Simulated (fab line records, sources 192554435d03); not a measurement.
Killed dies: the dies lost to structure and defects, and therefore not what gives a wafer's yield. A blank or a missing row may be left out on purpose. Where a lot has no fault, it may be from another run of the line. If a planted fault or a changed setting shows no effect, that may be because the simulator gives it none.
Problem report, 8D (eight disciplines) form, completed by code :: flow n5-finfet :: the parts of the form that need people (team, actions taken, sign-off) are left out

1. WHAT WENT WRONG
At N5_MIM_BOT_ETCH_ETCH_03, rf-fwd-power-W averages 1277.2 W over 6 wafers from 2 lots, while fault-free wafers read 794.9 W, standard deviation 2.3. That is +99 or more standard deviations from the usual mean.
The step: etches the open film in Cl2/BCl3, target depth 12 nm.
The first sign was on wafer L890.1 at day 12 18:38, on rie-metal-01. At this step, 33 wafers from 11 lots have a number in the record. The rule behind "out" and "out of limits": a value lying over 4 standard deviations away from the usual mean. Any other wafer with a number is counted as sound.

2. WHAT IT IS, AND WHAT IT ISN'T
question: which readings at this step
is: rf-fwd-power-W
is not: drypump-motor-current-A, throttle-valve-pct

question: which lots
is: L890, L896
is not: L886, L888, L893, L900, L901, L902, L903, L906, L909

question: which wafers of those lots
is: all that have a number
is not: -

question: read on which tools
is: rie-metal-01
is not: rie-metal-02

question: when
is: from day 12 18:38
is not: up to then (6 sound wafers); but 21 sound wafers of L893, L900, L901, L902, L903, L906, L909 came after

3. THE SUSPECTS, EACH WITH WHAT RULES IT OUT
Counting: a tool at any process step up to the reading remains a suspect when it ran all the lots that are out and ran no sound lot after the first of those.
- rie-metal-01 at N5_MIM_BOT_ETCH_ETCH_03 (etches the open film in Cl2/BCl3, target depth 12 nm): ruled out as a lasting fault. After its first lot that is out, L890 (day 12 18:38), sound lots L901, L900, L903, L906, L909 ran on it.
Left after counting: nothing in the record.

4. THE CAUSE (what the simulator had put in)
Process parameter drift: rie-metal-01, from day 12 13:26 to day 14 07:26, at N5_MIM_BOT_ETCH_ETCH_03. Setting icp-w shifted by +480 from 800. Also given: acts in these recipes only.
Counting ruled it out, wrongly.

5. THE CHAIN OF EFFECTS, in route order
Rows list readings where the struck wafers' mean (over those with a number) sits beyond 3 standard deviations from the usual. Scope: only readings with a usual standard deviation given in the record; hours: median across lots of the time from each lot's start at the first step in this table that gives one to its start at this step; sigmas: change in usual standard deviations.
hours: 0
step: N5_MIM_BOT_ETCH_ETCH_03
reading: oes-product-au
usual: 0.80 a.u.
on struck wafers: 1.02
change: +0.22
sigmas: +3.4

hours: 0
step: N5_MIM_BOT_ETCH_ETCH_03
reading: rf-fwd-power-W
usual: 794.9 W
on struck wafers: 1277.2
change: +482.3
sigmas: +99 or more
Here are the process steps it includes:
- N5_MIM_BOT_ETCH_ETCH_03: etches the open film in Cl2/BCl3, target depth 12 nm.

6. HOW IT WOULD HAVE BEEN CAUGHT EARLIER
In this record no reading fell out of limits until day 12 18:38, 5 hours after the fault had begun at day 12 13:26.
